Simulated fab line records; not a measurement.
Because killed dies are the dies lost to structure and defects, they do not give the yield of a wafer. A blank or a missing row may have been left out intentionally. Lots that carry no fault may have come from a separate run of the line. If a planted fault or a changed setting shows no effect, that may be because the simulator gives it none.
Chamber matching | flow n5-finfet | N5_BEOL_M4_CO_CAP_55 on cvd-co-02 has 3 sister chambers
The step material Co, precursor CCTBA/H2, target thk 2 nm, time 102.1 s. 3 wafers are shown with their chamber, then 11 later ones without.

WAFERS PAIRED WITH THEIR CHAMBERS
wafer  | chamber | heater-power-w (W)
L089.3 | 2       | 204
L089.6 | 0       | 257
L092.2 | 1       | 245

WAFERS WITH NO CHAMBER GIVEN
wafer  | heater-power-w (W)
L092.4 | 249
L092.6 | 257
L087.1 | 247
L087.2 | 246
L087.3 | 216
L096.1 | 204
L096.4 | 204
L096.5 | 252
L086.3 | 246
L086.4 | 249
L086.5 | 207

EACH ONE'S CHAMBER
wafer  | from the rows above     | in truth
L092.4 | can't be placed: 1 or 0 | 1
L092.6 | 0                       | 0
L087.1 | can't be placed: 1 or 0 | 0
L087.2 | 1                       | 1
L087.3 | 2                       | 2
L096.1 | 2                       | 2
L096.4 | 2                       | 2
L096.5 | can't be placed: 0 or 1 | 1
L086.3 | 1                       | 1
L086.4 | can't be placed: 1 or 0 | 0
L086.5 | 2                       | 2
Correctly placed: 7 of 11. These rows do not allow placing 4 (true chamber among the candidates in 4). Wrongly placed: 0.
How it was worked out, from the rows above alone: a wafer's distance from a chamber is the root of the sum, over the readings, of the square of ((its reading less the chamber's mean) divided by the reading's scatter). The wafer belongs to the nearest chamber; if the next one is less than 2 further off, it can't be placed. For every chamber, the mean is computed from those of its wafers that are shown. The scatter (one wafer shown for each chamber): square how far every hidden wafer sits from the nearest shown wafer, average those squares and take the square root.
